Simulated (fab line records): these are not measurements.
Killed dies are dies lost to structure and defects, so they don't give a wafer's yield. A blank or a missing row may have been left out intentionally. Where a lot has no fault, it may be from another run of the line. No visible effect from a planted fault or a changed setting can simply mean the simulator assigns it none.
Chamber matching -- flow nand_harc -- pecvd-02 running NHARC_A_STAIRCASE_DEP_259: 3 sister chambers
The step deposits SiON, target thk 30 nm. 3 wafers are shown with their chamber, then 7 later ones without.

== WAFERS WITH THEIR CHAMBER ==
wafer,chamber,heater_power_w (W)
L085.4,0,770
L091.2,1,712
L091.4,2,731

== WAFERS WITHOUT THEIR CHAMBER ==
wafer,heater_power_w (W)
L091.5,673
L093.1,746
L093.4,750
L093.6,670
L094.3,731
L094.4,745
L094.5,768

== WHICH CHAMBER EACH ONE RAN IN ==
wafer,from the rows above,in truth
L091.5,can't be placed: 1 or 2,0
L093.1,can't be placed: 2 or 0 or 1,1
L093.4,can't be placed: 2 or 0 or 1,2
L093.6,can't be placed: 1 or 2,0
L094.3,can't be placed: 2 or 1 or 0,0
L094.4,can't be placed: 2 or 0 or 1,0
L094.5,can't be placed: 0 or 2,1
Correct placement for 0 of the 7. Unplaceable from these rows: 7, with the true chamber sitting among the candidates in 4. Number placed wrongly: 0.
How it was worked out, from the rows above alone: a wafer's distance from a chamber is the root of the sum, over the readings, of the square of ((its reading less the chamber's mean) divided by the reading's scatter). The wafer belongs to the nearest chamber; if the next one is less than 2 further off, it can't be placed. For every chamber, the mean is computed from those of its wafers that are shown. The scatter: with one shown wafer a chamber, the root of the mean of the squares of how far each hidden wafer lies from its nearest shown one.
